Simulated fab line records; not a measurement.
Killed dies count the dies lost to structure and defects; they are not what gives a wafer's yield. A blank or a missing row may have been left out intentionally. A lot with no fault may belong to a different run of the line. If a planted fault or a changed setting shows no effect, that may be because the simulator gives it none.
Chamber matching | flow nandHarc | NHARC_A_STAIRCASE_TRIM_222 on rieDiel-04: 4 sister chambers
The step chemistry O2, time 211.2 s. 14 wafers are shown with their chamber, then 7 later ones without.

== WAFERS, EACH WITH ITS CHAMBER ==
wafer  | chamber | drypumpMotorCurrentA (A) | showerheadPlenumPTorr (Torr) | chamberPressureMTorr (mTorr)
L589.1 | 3       | 5.23                     | 3.40                         | 59.97
L589.2 | 0       | 6.00                     | 3.44                         | 59.92
L589.4 | 1       | 5.77                     | 3.78                         | 59.95
L593.1 | 3       | 5.25                     | 3.39                         | 60.02
L593.2 | 1       | 5.76                     | 3.78                         | 60.10
L593.6 | 3       | 5.24                     | 3.39                         | 59.99
L597.1 | 1       | 5.79                     | 3.77                         | 59.99
L597.4 | 0       | 5.99                     | 3.43                         | 60.01
L597.5 | 3       | 5.23                     | 3.39                         | 59.95
L600.2 | 3       | 5.23                     | 3.38                         | 59.96
L600.3 | 1       | 5.80                     | 3.77                         | 59.93
L600.4 | 2       | 5.55                     | 3.46                         | 59.92
L604.2 | 3       | 5.25                     | 3.38                         | 60.02
L604.3 | 0       | 6.00                     | 3.42                         | 59.95

SIGNATURES (means of the wafers above)
reading               | chamber 0 | chamber 1 | chamber 2 | chamber 3 | scatter within a chamber
drypumpMotorCurrentA  | 5.9967    | 5.7800    | 5.5500    | 5.2383    | 0.0124
showerheadPlenumPTorr | 3.4300    | 3.7750    | 3.4600    | 3.3883    | 0.00764
chamberPressureMTorr  | 59.9600   | 59.9925   | 59.9200   | 59.9850   | 0.051
Rule: for each reading, subtract the chamber's mean from the wafer's reading, divide by that reading's scatter and square the result; add these up over the readings and take the root, which gives the wafer's distance from the chamber. The wafer belongs to the nearest chamber; if the next one is less than 2 further off, it can't be placed. How the scatter is found: for the shown wafers, subtract from each reading the mean of its chamber, square and add these, divide the total by (wafers less chambers), then take the root.

== WAFERS MISSING THEIR CHAMBER ==
wafer  | drypumpMotorCurrentA (A) | showerheadPlenumPTorr (Torr) | chamberPressureMTorr (mTorr)
L604.4 | 5.53                     | 3.46                         | 60.02
L605.1 | 5.52                     | 3.45                         | 59.90
L605.2 | 5.77                     | 3.76                         | 59.95
L605.4 | 5.24                     | 3.37                         | 59.95
L609.3 | 5.25                     | 3.37                         | 60.12
L609.4 | 5.79                     | 3.75                         | 59.97
L609.6 | 5.53                     | 3.45                         | 59.95

== WHICH CHAMBER EACH ONE RAN IN ==
wafer  | from the rows above | in truth
L604.4 | 2                   | 2
L605.1 | 2                   | 2
L605.2 | 1                   | 1
L605.4 | 3                   | 3
L609.3 | 3                   | 3
L609.4 | 1                   | 1
L609.6 | 2                   | 2
Correct placement for 7 of the 7. Number that these rows cannot place: 0. Wrongly placed: 0.
